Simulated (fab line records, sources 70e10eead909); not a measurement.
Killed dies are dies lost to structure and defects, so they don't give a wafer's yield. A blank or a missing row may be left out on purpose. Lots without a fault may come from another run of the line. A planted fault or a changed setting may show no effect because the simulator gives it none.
Which tool did it? | flow nand_harc | 7 lots, 19 wafers sampled, at 2 steps of a route of 1159

WHAT THE GAUGES READ, wafer by wafer
NHARC_P_GATE_CD_MEAS_26: target cd 120 nm.
lot  | measured     | on        | cd_nm (nm)
L454 | day 5 08:17  | cd_sem-02 | 120.6 119.8 121.0
L457 | day 5 20:19  | cd_sem-01 | 120.3 120.3 121.2
L460 | day 6 12:22  | cd_sem-02 | 120.3 120.2 120.3
L464 | day 7 23:06  | cd_sem-03 | 127.9 127.8
L468 | day 8 18:58  | cd_sem-02 | 119.5 127.0
L471 | day 9 11:58  | cd_sem-02 | 120.7 120.1 120.3
L475 | day 10 03:58 | cd_sem-03 | 119.7 120.9 120.0

WHICH TOOL RAN EACH LOT (tool, then ch and the chambers of the sampled wafers, then the start)
lot  | NHARC_P_GATE_PEB_24
L454 | litho_track-06 ch 0, day 5 08:12
L457 | litho_track-06 ch 0, day 5 20:14
L460 | litho_track-06 ch 0, day 6 12:17
L464 | litho_track-06 ch 0, day 7 23:01
L468 | litho_track-06 ch 0, day 8 18:53
L471 | litho_track-01 ch 0, day 9 11:53
L475 | litho_track-04 ch 0, day 10 03:52
- NHARC_P_GATE_PEB_24: peb time 65 s.

THE ANSWER, worked out from the rows above alone
Rule: what is usual is taken from the lots themselves. Put in order of their means at a reading, lots are off if they are a third of the lots or fewer, leave a main group of 4 or more, and stand apart from it by a gap of 3 or more times the standard deviation of the main group's means; of several such gaps the widest counts. A main group whose means are all the same, to the digits that the tables above print for the reading, isn't used. A lot without any number at a reading at which 4 lots or more have one is off too. The other lots that the step has rows for count as sound.
Off: L464, L468, at NHARC_P_GATE_CD_MEAS_26 (cd_nm). The main group: mean 120.4 nm, standard deviation 0.14.
A tool fits if, at a process step before that reading, it ran every lot that is off, and no sound lot after the first of them. The gauges at NHARC_P_GATE_CD_MEAS_26 are tried like those tools. One fits: litho_track-06 at NHARC_P_GATE_PEB_24. Its last sound lot is L460 (day 6 12:17), its first lot that is off L464 (day 7 23:01): a fault that began between those two fits.

WHAT THE SIMULATOR HAD PUT IN
Process parameter drift: litho_track-06, from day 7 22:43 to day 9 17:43, at NHARC_P_GATE_PEB_24. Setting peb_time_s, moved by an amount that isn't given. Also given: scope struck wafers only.
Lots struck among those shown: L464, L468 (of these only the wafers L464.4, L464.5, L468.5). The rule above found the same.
